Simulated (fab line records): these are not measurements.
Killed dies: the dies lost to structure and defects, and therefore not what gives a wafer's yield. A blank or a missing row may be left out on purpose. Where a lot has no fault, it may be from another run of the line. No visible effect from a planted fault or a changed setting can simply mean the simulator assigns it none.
fab line records	flow nand_harc	part 1 of 2: steps 1 to 4 of 6
record: lots: 22	wafers: 66	last_day: 24
route steps=1159 shown P_START@1 P_ZERO_WELL@16 P_GATE@175
lots that met no fault: taken from a fault-free run of the same line
start_h: hours from the record's opening day to when the first of the lot's shown wafers began	wait_h: time in hours since the lot's previous step	" unchanged from the row above	L1.1+2: a row that stands for several wafers	- no value, or no start given	* or withheld: withheld	< > ~ a bound
route shown NAME@n: names a module that has steps shown in the file, with the first one's number in the route	usual: mean/standard deviation of fault-free wafers	same: alike in all rows	chamber/n: place in a boat	sites: each site's reading	_std_site: their standard deviation	_edge_site: the outer-site mean with the inner-site mean subtracted	radius_mm: for every site, how far away it sits from the centre of the wafer	mask NAME#n: copy n	behind: the most recent tool/chamber to have shaped the wafer	hold: cause of the lot's hold/its duration in hours/its outcome	device: transistor that didn't switch, given as n, p or np	end of line: the route-end tests of the same wafers	step lacking rows: just its recipe	killed: the dies lost at the first sort to structure and to defects; this is not the yield of the wafer	map: per-die view of a wafer (x killed, . not killed, _ where there is no die)
set.NAME: the setting as run; set.NAME@STEP: as run at that earlier step	model.NAME: the simulator's own value behind a step, which no gauge read
route steps across a sampled set of lots; one table per step, one row per wafer
services: the hour from which a tool's chamber was out of use, counted from the record's first day as start_h (under 0 if before that day), plus the number of hours and why
== steps ==
step: NHARC_P_START_INSPECT_01
usual: raw_defect_count: 3.6/1.8
lot.wafer	tool	chamber	start_h	wait_h	raw_defect_count
L074.2	defect_inspect-01	-	12.04	-	3
L074.3	"	-	"	"	3
L074.6	"	-	"	"	2
L075.3	defect_inspect-01	-	18.05	-	5
L075.4	"	-	"	"	5
L075.5	"	-	"	"	5
L076.2	defect_inspect-01	-	24.04	-	3
L076.5	"	-	"	"	6
L076.6	"	-	"	"	3
L077.3	defect_inspect-02	-	30.04	-	5
L077.5	"	-	"	"	3
L077.6	"	-	"	"	2
L078.3	defect_inspect-02	-	36.04	-	5
L078.4	"	-	"	"	3
L078.5	"	-	"	"	3
L079.2	defect_inspect-01	-	42.04	-	8
L079.3	"	-	"	"	3
L079.6	"	-	"	"	4
L080.1	defect_inspect-02	-	48.04	-	2
L080.5	"	-	"	"	5
L080.6	"	-	"	"	5
L081.1	defect_inspect-02	-	54.04	-	5
L081.2	"	-	"	"	6
L081.6	"	-	"	"	2
L082.2	defect_inspect-02	-	60.04	-	5
L082.4	"	-	"	"	4
L082.6	"	-	"	"	3
L083.2	defect_inspect-01	-	66.04	-	3
L083.3	"	-	"	"	7
L083.4	"	-	"	"	2
L084.1	defect_inspect-01	-	72.04	-	5
L084.5	"	-	"	"	1
L084.6	"	-	"	"	6
L085.1	defect_inspect-01	-	78.04	-	8
L085.5	"	-	"	"	3
L085.6	"	-	"	"	3
L086.2	defect_inspect-02	-	84.04	-	3
L086.3	"	-	"	"	5
L086.5	"	-	"	"	0
L087.2	defect_inspect-02	-	90.04	-	2
L087.3	"	-	"	"	4
L087.5	"	-	"	"	2
L088.2	defect_inspect-01	-	96.04	-	3
L088.4	"	-	"	"	7
L088.5	"	-	"	"	8
L089.2	defect_inspect-01	-	102.04	-	4
L089.3	"	-	"	"	1
L089.5	"	-	"	"	1
L090.1	defect_inspect-02	-	108.04	-	3
L090.3	"	-	"	"	0
L090.5	"	-	"	"	1
L091.1	defect_inspect-01	-	114.04	-	2
L091.5	"	-	"	"	5
L091.6	"	-	"	"	2
L092.1	defect_inspect-02	-	120.04	-	2
L092.4	"	-	"	"	7
L092.6	"	-	"	"	2
L093.2	defect_inspect-02	-	126.04	-	0
L093.3	"	-	"	"	6
L093.6	"	-	"	"	4
L095.3	defect_inspect-01	-	138.04	-	5
L095.5	"	-	"	"	2
L095.6	"	-	"	"	3
L097.2	defect_inspect-01	-	150.04	-	5
L097.3	"	-	"	"	2
L097.5	"	-	"	"	2
step: NHARC_P_ZERO_WELL_DESCUM_13
recipe: time_s: 3	o2_flow_sccm: 200	ar_flow_sccm: 0	bias_power_w: 0	chemistry: O2
usual: drypump_motor_current_A: 5.6/0.62	oes_product_au: 1.000/0.0085	rf_vpp_V: 58.0/0.94	showerhead_plenum_p_Torr: 1.95/0.079	throttle_valve_pct: 11.311/0.0095
same: bias_power_w: 0
lot.wafer	tool	chamber	start_h	wait_h	drypump_motor_current_A	oes_product_au	rf_hours_counter_h	rf_vpp_V	showerhead_plenum_p_Torr	throttle_valve_pct
L074.2	rie_diel-06	1	13.39	-	6.2	0.990	6	56.5	2.00	11.320
L074.3	"	0	"	"	5.9	0.998	6	59.5	1.99	11.306
L074.6	"	2	"	"	5.6	1.006	-	59.3	2.07	11.313
L075.3	rie_diel-13	3	19.47	-	6.5	0.993	-	57.1	1.99	11.301
L075.4	"	0	"	"	4.8	0.997	-	57.7	1.85	11.315
L075.5	"	3	"	"	6.5	0.994	-	59.0	1.99	11.305
L076.2	rie_diel-13	0	25.42	-	4.8	0.988	6	56.7	1.85	11.307
L076.6	"	3	"	"	6.5	0.999	-	57.2	1.99	11.317
L076.5	"	0	"	"	4.8	1.002	-	56.9	1.85	11.297
L077.3	rie_diel-13	1	31.30	-	6.8	0.994	7	58.6	1.99	11.302
L077.6	"	3	"	"	6.5	1.008	-	59.4	1.99	11.312
L077.5	"	1	"	"	6.8	1.002	-	60.3	1.99	11.309
L078.4	rie_diel-09	0	37.28	-	5.1	0.998	8	57.4	2.04	11.308
L078.3	"	2	"	"	5.4	0.995	9	58.5	1.85	11.305
L078.5	"	3	"	"	4.7	1.003	-	58.8	1.95	11.285
L079.2	rie_diel-06	3	43.40	-	5.0	0.989	8	56.4	1.94	11.314
L079.3	"	0	"	"	5.9	0.981	8	58.1	1.99	11.326
L079.6	"	0	"	"	5.9	0.991	-	57.3	1.99	11.324
L080.1	rie_diel-09	2	49.28	-	5.4	0.995	10	58.1	1.85	11.304
L080.5	"	2	"	"	5.4	0.976	-	57.3	1.85	11.316
L080.6	"	0	"	"	5.1	0.992	-	57.4	2.04	11.305
L081.2	rie_diel-09	0	55.27	-	5.1	0.997	10	58.2	2.04	11.321
L081.1	"	2	"	"	5.4	1.011	11	57.4	1.85	11.299
L081.6	"	2	"	"	5.4	1.005	-	56.2	1.85	11.307
L082.4	rie_diel-09	2	61.60	-	5.4	0.987	11	57.8	1.85	11.312
L082.2	"	0	"	"	5.1	0.995	10	58.9	2.04	11.310
L082.6	"	1	"	"	5.8	1.007	-	57.3	1.86	11.312
L083.4	rie_diel-13	0	67.40	-	4.8	1.003	9	57.4	1.85	11.319
L083.3	"	1	"	"	6.8	1.001	9	57.9	1.99	11.321
L083.2	"	3	"	"	6.5	1.011	10	58.2	1.99	11.307
L084.1	rie_diel-06	3	73.42	-	5.0	0.984	0	57.6	1.94	11.314
L084.6	"	1	"	"	6.2	0.991	-	58.4	2.00	11.329
L084.5	"	2	"	"	5.6	0.995	-	59.0	2.07	11.328
L085.1	rie_diel-13	2	79.52	-	5.3	1.011	11	59.2	2.00	11.295
L085.5	"	0	"	"	4.8	1.005	-	56.8	1.85	11.303
L085.6	"	1	"	"	6.8	1.016	-	58.7	1.99	11.309
L086.2	rie_diel-06	1	85.28	-	6.2	1.005	1	59.0	2.00	11.331
L086.3	"	0	"	"	5.9	0.990	1	58.0	1.99	11.317
L086.5	"	3	"	"	5.0	0.985	-	57.3	1.94	11.310
L087.2	rie_diel-06	2	91.39	-	5.6	1.002	0	58.7	2.07	11.307
L087.3	"	1	"	"	6.1	0.988	1	58.5	2.00	11.321
L087.5	"	3	"	"	5.0	1.007	-	57.8	1.94	11.304
L088.4	rie_diel-09	0	97.39	-	5.1	1.023	1	59.1	2.04	11.309
L088.2	"	2	"	"	5.4	1.003	1	57.7	1.85	11.311
L088.5	"	0	"	"	5.1	1.020	-	57.1	2.04	11.313
L089.3	rie_diel-09	0	103.40	-	5.1	1.020	2	58.9	2.04	11.312
L089.2	"	1	"	"	5.8	1.000	1	56.8	1.86	11.318
L089.5	"	1	"	"	5.8	0.997	-	57.5	1.86	11.305
L090.3	rie_diel-09	1	109.29	-	5.7	0.995	2	57.2	1.86	11.311
L090.1	"	2	"	"	5.4	1.001	2	57.8	1.85	11.314
L090.5	"	1	"	"	5.8	1.000	-	57.5	1.86	11.321
L091.1	rie_diel-09	0	115.42	-	5.1	1.016	2	56.8	2.04	11.311
L091.5	"	0	"	"	5.1	1.012	-	59.4	2.04	11.307
L091.6	"	1	"	"	5.7	1.009	-	58.0	1.86	11.310
L092.4	rie_diel-13	2	121.41	-	5.2	1.001	1	58.4	2.00	11.292
L092.1	"	1	"	"	6.8	1.001	1	59.5	1.98	11.305
L092.6	"	3	"	"	6.5	0.994	-	58.1	1.99	11.319
L093.3	rie_diel-09	1	127.28	-	5.8	1.011	2	59.6	1.86	11.321
L093.2	"	3	"	"	4.7	0.996	3	57.1	1.95	11.314
L093.6	"	0	"	"	5.1	1.014	-	58.5	2.04	11.299
L095.3	rie_diel-09	3	139.42	-	4.7	0.995	4	58.2	1.95	11.296
L095.5	"	1	"	"	5.7	0.998	-	56.5	1.86	11.313
L095.6	"	2	"	"	5.4	1.018	-	56.9	1.84	11.322
L097.3	rie_diel-13	2	151.28	-	5.2	0.997	3	58.2	2.00	11.314
L097.2	"	3	"	"	6.5	1.003	3	57.8	1.99	11.327
L097.5	"	1	"	"	6.8	1.013	-	56.2	1.98	11.303
step: NHARC_P_ZERO_WELL_ETCH_65
recipe: target_depth_a: 800	overetch_a: 240	time_s: 87.88	ion_energy_ev: 200	n2_flow_sccm: 150	h2_flow_sccm: 150	ar_flow_sccm: 0	rf_w: 400	bias_w: 150	chemistry: N2/H2
usual: bias_w: 150.1/0.41	drypump_motor_current_A: 5.6/0.63	oes_product_au: 1.000/0.0078	rf_vpp_V: 431.7/2.5	showerhead_plenum_p_Torr: 2.08/0.085	throttle_valve_pct: 14.171/0.0084
lot.wafer	tool	chamber	start_h	wait_h	bias_w	drypump_motor_current_A	oes_product_au	rf_hours_counter_h	rf_vpp_V	showerhead_plenum_p_Torr	throttle_valve_pct
L074.2	rie_diel-06	2	13.49	0.1	150.3	5.6	0.998	7	435.8	2.21	14.165
L074.3	"	0	"	"	149.5	5.9	0.992	6	431.7	2.12	14.180
L074.6	"	1	"	"	150.1	6.1	0.995	-	431.5	2.14	14.164
L075.3	rie_diel-13	0	19.60	0.1	149.8	4.8	0.987	-	429.2	1.97	14.166
L075.4	"	3	"	"	149.5	6.5	0.994	-	432.8	2.12	14.178
L075.5	"	0	"	"	150.4	4.8	0.997	-	430.8	1.97	14.176
L076.2	rie_diel-13	1	25.63	0.2	150.4	6.8	1.004	6	432.1	2.12	14.161
L076.6	"	2	"	"	150.0	5.2	1.008	-	432.7	2.14	14.164
L076.5	"	3	"	"	150.4	6.4	1.013	-	432.3	2.12	14.158
L077.3	rie_diel-13	0	31.39	0.1	150.1	4.8	0.995	7	427.2	1.97	14.165
L077.6	"	3	"	"	150.3	6.5	0.996	-	432.4	2.12	14.164
L077.5	"	1	"	"	150.8	6.8	0.990	-	432.9	2.12	14.168
L078.3	rie_diel-09	0	37.36	0.1	150.2	5.1	0.996	8	434.3	2.18	14.170
L078.4	"	3	"	"	149.7	4.7	0.985	9	431.8	2.08	14.184
L078.5	"	1	"	"	150.5	5.7	1.000	-	428.8	1.98	14.174
L079.2	rie_diel-06	1	43.48	0.1	150.2	6.2	0.985	8	433.3	2.14	14.165
L079.3	"	2	"	"	149.2	5.6	0.999	9	436.7	2.21	14.180
L079.6	"	1	"	"	150.1	6.1	0.992	-	434.4	2.14	14.169
L080.1	rie_diel-09	1	49.39	0.1	149.8	5.7	1.008	10	428.6	1.98	14.166
L080.6	"	0	"	"	149.7	5.1	1.000	-	435.5	2.18	14.182
L080.5	"	1	"	"	150.1	5.7	1.005	-	428.9	1.98	14.170
L081.1	rie_diel-09	2	55.41	0.1	150.5	5.4	0.996	11	428.0	1.97	14.170
L081.2	"	0	"	"	149.7	5.1	1.015	10	434.0	2.18	14.174
L081.6	"	0	"	"	148.8	5.1	0.998	-	435.9	2.18	14.173
L082.4	rie_diel-09	3	61.68	0.1	149.9	4.7	1.003	9	431.6	2.08	14.167
L082.2	"	0	"	"	150.4	5.1	1.001	10	434.7	2.18	14.172
L082.6	"	3	"	"	150.3	4.7	1.002	-	430.6	2.08	14.176
L083.4	rie_diel-13	1	67.49	0.1	150.2	6.8	0.998	9	431.6	2.12	14.152
L083.2	"	2	"	"	149.9	5.2	1.005	10	433.7	2.14	14.172
L083.3	"	3	"	"	150.2	6.5	1.007	10	432.5	2.12	14.170
L084.1	rie_diel-06	0	73.49	0.1	149.7	5.9	0.992	0	432.4	2.12	14.172
L084.6	"	0	"	"	149.6	6.0	1.001	-	432.3	2.12	14.178
L084.5	"	1	"	"	150.0	6.1	0.999	-	432.3	2.14	14.169
L085.1	rie_diel-13	1	79.61	0.1	150.3	6.8	1.009	10	432.8	2.12	14.167
L085.6	"	3	"	"	149.8	6.5	0.999	-	433.4	2.12	14.178
L085.5	"	0	"	"	149.8	4.8	1.003	-	430.0	1.97	14.171
L086.2	rie_diel-06	3	85.38	0.1	149.8	5.1	0.986	1	431.4	2.07	14.162
L086.3	"	0	"	"	150.2	5.9	1.001	1	432.7	2.12	14.193
L086.5	"	0	"	"	149.7	5.9	0.994	-	433.5	2.12	14.182
L087.3	rie_diel-06	1	91.48	0.1	150.3	6.2	0.993	1	432.8	2.14	14.158
L087.2	"	2	"	"	150.8	5.6	1.011	0	436.5	2.21	14.175
L087.5	"	1	"	"	150.8	6.1	1.004	-	432.3	2.14	14.180
L088.2	rie_diel-09	3	97.53	0.1	150.5	4.7	0.990	1	430.4	2.08	14.164
L088.4	"	2	"	"	149.9	5.4	0.994	1	428.8	1.96	14.176
L088.5	"	3	"	"	150.0	4.7	1.008	-	432.2	2.08	14.162
L089.3	rie_diel-09	0	103.49	0.1	150.6	5.1	1.003	2	434.0	2.18	14.168
L089.2	"	1	"	"	149.8	5.7	0.998	1	428.8	1.98	14.157
L089.5	"	0	"	"	150.4	5.1	1.011	-	435.2	2.18	14.165
L090.1	rie_diel-09	2	109.38	0.1	150.0	5.4	1.006	2	427.0	1.96	14.179
L090.3	"	1	"	"	150.2	5.7	1.003	2	428.5	1.98	14.159
L090.5	"	1	"	"	149.8	5.7	1.012	-	427.0	1.98	14.175
L091.1	rie_diel-09	2	115.51	0.1	149.9	5.4	1.002	2	429.0	1.96	14.177
L091.6	"	1	"	"	150.7	5.8	1.007	-	429.3	1.98	14.171
L091.5	"	2	"	"	150.3	5.4	1.001	-	428.2	1.96	14.160
L092.4	rie_diel-13	0	121.50	0.1	149.9	4.8	0.997	1	429.8	1.97	14.163
L092.1	"	1	"	"	149.8	6.8	1.010	1	434.0	2.12	14.170
L092.6	"	1	"	"	149.4	6.8	1.013	-	432.0	2.12	14.181
L093.3	rie_diel-09	2	127.37	0.1	150.4	5.4	1.006	3	428.8	1.96	14.161
L093.2	"	3	"	"	150.7	4.7	1.005	3	431.9	2.08	14.182
L093.6	"	1	"	"	150.3	5.8	1.002	-	426.9	1.98	14.161
L095.3	rie_diel-09	1	139.51	0.1	149.4	5.8	0.995	3	428.6	1.98	14.182
L095.5	"	2	"	"	150.3	5.4	0.998	-	429.0	1.96	14.165
L095.6	"	3	"	"	150.2	4.8	0.996	-	429.7	2.08	14.157
L097.3	rie_diel-13	3	151.37	0.1	149.9	6.5	0.995	3	433.7	2.12	14.163
L097.2	"	0	"	"	151.0	4.8	0.994	3	428.1	1.97	14.178
L097.5	"	2	"	"	149.9	5.2	0.993	-	433.9	2.14	14.161
step: NHARC_P_ZERO_WELL_DESCUM_39
recipe: time_s: 3	o2_flow_sccm: 200	ar_flow_sccm: 0	bias_power_w: 0	chemistry: O2
usual: drypump_motor_current_A: 5.7/0.69	oes_product_au: 1.002/0.0085	rf_vpp_V: 58.1/0.91	showerhead_plenum_p_Torr: 1.96/0.071	throttle_valve_pct: 11.311/0.0093
same: bias_power_w: 0
lot.wafer	tool	chamber	start_h	wait_h	drypump_motor_current_A	oes_product_au	rf_hours_counter_h	rf_vpp_V	showerhead_plenum_p_Torr	throttle_valve_pct
L074.2	rie_diel-06	2	16.50	-	5.7	1.001	7	60.1	2.07	11.304
L074.3	"	0	"	"	5.9	0.986	6	57.7	1.99	11.336
L074.6	"	1	"	"	6.2	1.011	-	57.2	2.01	11.315
L075.3	rie_diel-06	1	22.44	-	6.2	1.002	7	57.7	2.00	11.296
L075.5	"	1	"	"	6.1	1.009	-	58.8	2.00	11.307
L075.4	"	3	"	"	5.0	0.991	-	57.3	1.94	11.324
L076.2	rie_diel-09	3	28.58	-	4.7	0.992	8	58.4	1.95	11.318
L076.5	"	2	"	"	5.4	1.005	-	56.9	1.85	11.314
L076.6	"	3	"	"	4.7	0.997	-	57.0	1.95	11.327
L077.3	rie_diel-06	3	34.21	-	5.0	0.991	8	56.7	1.94	11.311
L077.5	"	1	"	"	6.1	0.991	-	59.0	2.00	11.302
L077.6	"	2	"	"	5.6	1.007	-	57.5	2.07	11.306
L078.4	rie_diel-13	3	40.14	-	6.5	1.012	8	57.7	1.99	11.311
L078.3	"	1	"	"	6.8	1.009	7	58.2	1.99	11.311
L078.5	"	3	"	"	6.5	1.008	-	58.3	1.99	11.297
L079.2	rie_diel-13	0	46.26	-	4.8	0.991	8	58.3	1.85	11.291
L079.3	"	3	"	"	6.5	1.010	9	57.0	1.99	11.296
L079.6	"	1	"	"	6.8	1.013	-	57.3	1.99	11.297
L080.1	rie_diel-09	0	52.34	-	5.1	1.005	9	58.2	2.04	11.300
L080.6	"	1	"	"	5.7	1.013	-	59.5	1.86	11.313
L080.5	"	0	"	"	5.1	1.010	-	58.2	2.04	11.300
L081.1	rie_diel-06	2	58.35	-	5.7	0.999	9	60.6	2.07	11.314
L081.2	"	3	"	"	5.0	0.995	9	57.2	1.94	11.311
L081.6	"	1	"	"	6.1	1.001	-	57.4	2.00	11.315
L082.2	rie_diel-13	0	64.45	-	4.8	1.005	8	57.4	1.85	11.302
L082.4	"	2	"	"	5.2	0.994	10	57.8	2.00	11.319
L082.6	"	1	"	"	6.8	1.008	-	58.0	1.99	11.307
L083.4	rie_diel-13	2	70.38	-	5.2	1.014	11	58.5	2.00	11.306
L083.2	"	3	"	"	6.5	1.009	10	59.0	1.99	11.321
L083.3	"	0	"	"	4.8	1.005	9	58.2	1.85	11.318
L084.1	rie_diel-13	1	76.30	-	6.8	1.010	10	58.1	1.99	11.303
L084.6	"	0	"	"	4.8	1.001	-	57.7	1.85	11.310
L084.5	"	1	"	"	6.8	1.008	-	58.5	1.99	11.303
L085.1	rie_diel-13	0	82.44	-	4.8	1.010	10	56.1	1.85	11.292
L085.6	"	1	"	"	6.8	1.004	-	57.5	1.99	11.327
L085.5	"	2	"	"	5.2	1.008	-	57.1	2.00	11.307
L086.2	rie_diel-09	0	88.31	-	5.1	1.013	0	58.7	2.04	11.305
L086.3	"	1	"	"	5.8	1.006	0	56.8	1.86	11.323
L086.5	"	3	"	"	4.7	1.005	-	58.3	1.95	11.305
L087.3	rie_diel-13	2	94.27	-	5.2	1.010	12	60.5	2.00	11.308
L087.2	"	0	"	"	4.8	0.993	11	57.8	1.85	11.308
L087.5	"	3	"	"	6.4	1.004	-	58.2	1.99	11.313
L088.4	rie_diel-06	1	100.33	-	6.2	0.991	2	58.2	2.00	11.311
L088.2	"	2	"	"	5.6	1.008	1	58.9	2.07	11.316
L088.5	"	2	"	"	5.6	1.010	-	58.8	2.07	11.313
L089.3	rie_diel-09	0	106.28	-	5.1	1.004	2	58.2	2.04	11.325
L089.2	"	2	"	"	5.4	0.999	2	58.5	1.84	11.308
L089.5	"	2	"	"	5.4	1.006	-	58.5	1.84	11.309
L090.3	rie_diel-13	1	112.16	-	6.8	1.011	0	57.9	1.98	11.305
L090.1	"	0	"	"	4.8	0.995	1	58.3	1.85	11.309
L090.5	"	1	"	"	6.8	1.005	-	58.2	1.99	11.302
L091.1	rie_diel-13	0	118.42	-	4.8	0.995	1	58.8	1.85	11.316
L091.6	"	0	"	"	4.8	1.001	-	58.2	1.85	11.294
L091.5	"	1	"	"	6.8	1.008	-	57.8	1.98	11.305
L092.1	rie_diel-13	1	124.28	-	6.8	1.006	1	59.1	1.98	11.326
L092.4	"	0	"	"	4.8	0.993	1	58.5	1.85	11.330
L092.6	"	1	"	"	6.8	1.004	-	57.3	1.98	11.310
L093.2	rie_diel-09	3	130.16	-	4.7	1.013	3	57.4	1.95	11.304
L093.3	"	1	"	"	5.8	1.005	2	56.7	1.86	11.317
L093.6	"	3	"	"	4.7	1.009	-	59.8	1.95	11.301
L095.3	rie_diel-06	2	142.30	-	5.6	1.013	4	57.6	2.07	11.314
L095.6	"	2	"	"	5.7	1.002	-	59.3	2.07	11.306
L095.5	"	1	"	"	6.1	0.993	-	58.0	2.00	11.307
L097.3	rie_diel-13	2	154.29	-	5.2	0.993	3	58.4	2.00	11.314
L097.2	"	0	"	"	4.8	0.987	4	56.3	1.84	11.316
L097.5	"	1	"	"	6.8	1.011	-	57.8	1.98	11.318
